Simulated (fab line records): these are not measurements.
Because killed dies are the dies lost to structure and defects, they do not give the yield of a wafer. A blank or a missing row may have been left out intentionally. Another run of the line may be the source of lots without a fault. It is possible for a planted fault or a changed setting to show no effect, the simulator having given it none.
Which tool is to blame? ; flow nandHarc ; 11 lots with 33 wafers sampled at 6 steps, on a route of 1159 steps

WHAT THE GAUGES SHOWED, per wafer
NHARC_A_CONTACT_CD_MEAS_42 targets a cd of 200 nm.
lot;measured;on;cdNm (nm)
L663;day 17 04:56;cdSem-02;200.2 199.6 199.5
L670;day 17 17:39;cdSem-02;199.3 199.1 200.1
L669;day 17 21:58;cdSem-02;199.4 199.1 199.1
L672;day 18 18:56;cdSem-02;199.5 199.7 198.7
L673;day 19 05:08;cdSem-02;200.0 199.7 199.4
L679;day 20 12:53;cdSem-02;210.6 210.1 210.4 210.6 210.3 210.4
L681;day 20 19:22;cdSem-03;207.0 207.7 206.3 207.1 207.5 206.6
L680;day 20 18:57;cdSem-03;208.6 208.2 208.6 208.5 208.2 208.8
L684;day 21 20:17;cdSem-01;199.3 199.4 198.6
L685;day 21 16:19;cdSem-02;200.6 199.7 200.2
L686;day 22 06:12;cdSem-03;199.8 199.4 199.8

NHARC_END_SORT_01.
lot;measured;on;killedAtArray;killedAtOther;killedAtPeriphery;killedDies;killedOpen;killedShort
L679;day 23 14:38;prober-02;34;0;6;40;11;3
L681;day 24 19:37;prober-01;31 16 21;1 2 0;3 2 3;35 20 24;7 3 3;4 1 4

TOOL THAT RAN EACH LOT (tool first, then ch and the chambers of the sampled wafers, then the start)
lot;NHARC_A_WL_FILL_STRIP_29;NHARC_A_WL_FILL_ETCHBACK_26;NHARC_A_WL_FILL_ALD_19;NHARC_A_CONTACT_EXPOSE_39
L663;rieDiel-04 ch 0,1,3, day 16 11:58;rieSi-02 ch 0,1,2, day 16 17:28;aldMetal-04 ch 1,2,3, day 16 17:43;arfiScanner-03 ch 0, day 17 04:47
L670;rieDiel-04 ch 0,1,3, day 16 20:56;rieSi-02 ch 0,1,2, day 17 02:26;aldMetal-04 ch 0,2,3, day 17 02:41;arfiScanner-03 ch 0, day 17 17:31
L669;rieDiel-09 ch 0,1,2, day 16 21:22;rieSi-01 ch 2,3, day 17 02:26;aldMetal-02 ch 1,2,3, day 17 02:47;arfiScanner-02 ch 0, day 17 21:50
L672;rieDiel-09 ch 0,3, day 18 03:53;rieSi-01 ch 0,2, day 18 09:22;aldMetal-01 ch 1,3, day 18 09:39;arfiScanner-01 ch 0, day 18 18:49
L673;rieDiel-04 ch 0,1, day 18 11:13;rieSi-02 ch 0,1, day 18 16:43;aldMetal-04 ch 1,3, day 18 17:01;arfiScanner-01 ch 0, day 19 05:00
L679;rieDiel-08 ch 2,3, day 19 18:22;rieSi-03 ch 1,2, day 19 23:32;aldMetal-04 ch 0,2,3, day 19 23:48;arfiScanner-03 ch 0, day 20 12:45
L681;rieDiel-09 ch 0,2,3, day 20 04:01;rieSi-02 ch 0,2,3, day 20 09:31;aldMetal-02 ch 2,3, day 20 09:47;arfiScanner-03 ch 0, day 20 19:14
L680;rieDiel-08 ch 0,2,3, day 20 04:01;rieSi-03 ch 0,1, day 20 09:30;aldMetal-04 ch 2,3, day 20 09:46;arfiScanner-03 ch 0, day 20 18:49
L684;rieDiel-08 ch 0,1,3, day 20 18:25;rieSi-02 ch 2,3, day 20 23:54;aldMetal-02 ch 0,1,3, day 21 00:14;arfiScanner-02 ch 0, day 21 20:09
L685;rieDiel-08 ch 2,3, day 20 19:24;rieSi-03 ch 1,2, day 20 23:55;aldMetal-04 ch 0,1, day 21 00:11;arfiScanner-02 ch 0, day 21 16:11
L686;rieDiel-04 ch 0,1,2, day 21 14:26;rieSi-02 ch 1,2, day 21 19:39;aldMetal-02 ch 0,2,3, day 21 19:59;arfiScanner-01 ch 0, day 22 06:04
- NHARC_A_WL_FILL_STRIP_29: strips in O2, time 20 s.
- NHARC_A_WL_FILL_ETCHBACK_26: etches the open film in HBr, target depth 52 nm, time 13.3 s.
- NHARC_A_WL_FILL_ALD_19: deposits TiN, target thk 2 nm, pulse time 3 s, ald cycles 100.
- NHARC_A_CONTACT_EXPOSE_39: exposes mask A CC 3.

AS READ BY THE TOOLS THEMSELVES (means over the sampled wafers that have a number; for cases with no such wafer, the mark the record gives instead)
NHARC_A_WL_FILL_STRIP_29.
lot;tool;drypumpMotorCurrentA (A);mfcArSccm (sccm);oesProductAu (a.u.);rfVppV (V);showerheadPlenumPTorr (Torr);throttleValvePct (%)
L663;rieDiel-04;5.9;0.006;1.005;58.1;3.55;17.040
L670;rieDiel-04;5.9;0.006;0.992;57.9;3.55;17.038
L669;rieDiel-09;5.7;0.005;0.999;57.9;3.62;17.039
L672;rieDiel-09;6.5;0.005;1.001;57.7;3.42;17.031
L673;rieDiel-04;6.3;0.011;0.995;58.0;3.47;17.039
L679;rieDiel-08;6.0;0.009;0.991;58.0;3.61;17.039
L681;rieDiel-09;5.9;0.005;0.998;57.3;3.55;17.043
L680;rieDiel-08;5.7;0.007;0.996;57.9;3.66;17.035
L684;rieDiel-08;5.8;0.012;1.001;59.0;3.66;17.029
L685;rieDiel-08;5.6;0.011;1.002;58.3;3.61;17.037
L686;rieDiel-04;5.8;0.006;0.988;58.0;3.55;17.030

NHARC_A_WL_FILL_ETCHBACK_26.
lot;tool;drypumpMotorCurrentA (A);oesProductAu (a.u.);throttleValvePct (%)
L663;rieSi-02;6.1;1.007;23.260
L670;rieSi-02;6.1;1.007;23.274
L669;rieSi-01;5.4;0.990;23.273
L672;rieSi-01;5.9;0.991;23.262
L673;rieSi-02;6.2;1.018;23.263
L679;rieSi-03;5.2;0.986;23.259
L681;rieSi-02;5.9;1.005;23.272
L680;rieSi-03;6.0;0.999;23.274
L684;rieSi-02;5.9;1.002;23.274
L685;rieSi-03;5.2;0.989;23.262
L686;rieSi-02;6.3;1.007;23.275

NHARC_A_WL_FILL_ALD_19.
lot;tool;heaterPowerW (W);precursorPulseHeightRel
L663;aldMetal-04;1151;1.003
L670;aldMetal-04;1151;1.016
L669;aldMetal-02;1097;0.976
L672;aldMetal-01;1072;1.020
L673;aldMetal-04;1127;0.977
L679;aldMetal-04;1150;1.002
L681;aldMetal-02;1118;1.001
L680;aldMetal-04;1205;1.016
L684;aldMetal-02;1075;1.003
L685;aldMetal-04;1110;1.020
L686;aldMetal-02;1037;1.031

NHARC_A_CONTACT_EXPOSE_39.
lot;tool;exposureDoseMJCm2
L663;arfiScanner-03;58.77
L670;arfiScanner-03;58.72
L669;arfiScanner-02;58.73
L672;arfiScanner-01;58.78
L673;arfiScanner-01;58.71
L679;arfiScanner-03;72.28
L681;arfiScanner-03;67.35
L680;arfiScanner-03;69.58
L684;arfiScanner-02;58.77
L685;arfiScanner-02;58.71
L686;arfiScanner-01;58.72

THE ANSWER, worked out from the rows above alone
Rule: usual is defined by the lots themselves. The widest of any qualifying gaps counts: lots, ordered by their means at a reading, are off when they make up no more than a third of the lots, leave a main group of 4 or more, and stand apart from it by 3 or more times the standard deviation of that group's means. A main group whose means are all the same, to the digits that the tables above print for the reading, isn't used. A lot without any number at a reading at which 4 lots or more have one is off too. The other lots that the step has rows for count as sound. After the gauges, taken in route order, come the tools' own readings; for these a lot's mean is taken, as printed above. The first step at which some lot is off is used, and at that step the reading that is off furthest; a lot without a number counts as furthest.
Off: L679, L681, L680, at NHARC_A_CONTACT_CD_MEAS_42 (cdNm). For the main group the mean is 199.5 nm and the standard deviation 0.33.
A tool fits if, at a process step before that reading, it ran every lot that is off, and no sound lot after the first of them. Not tried: the gauges at NHARC_A_CONTACT_CD_MEAS_42; whatever is off there is also off at NHARC_A_CONTACT_EXPOSE_39, on other tools, and gauge error can't account for it. One fits: NHARC_A_CONTACT_EXPOSE_39 on arfiScanner-03. Its last sound lot is L670 (day 17 17:31), its first lot that is off L679 (day 20 12:45): a fault that began between those two fits.
The tool's own readings at NHARC_A_CONTACT_EXPOSE_39 bear it out: on the lots that are off they differ by more than 5 times the standard deviation of the sound lots' means. exposureDoseMJCm2 reads 69.74 there against 58.74 on the sound lots.

WHAT WAS PUT IN BY THE SIMULATOR
Process parameters drifting: arfiScanner-03 at NHARC_A_CONTACT_EXPOSE_39, beginning at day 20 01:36. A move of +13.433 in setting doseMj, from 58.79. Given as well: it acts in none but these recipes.
Lots struck among those shown: L679, L680, L681. The same result came from the rule above.
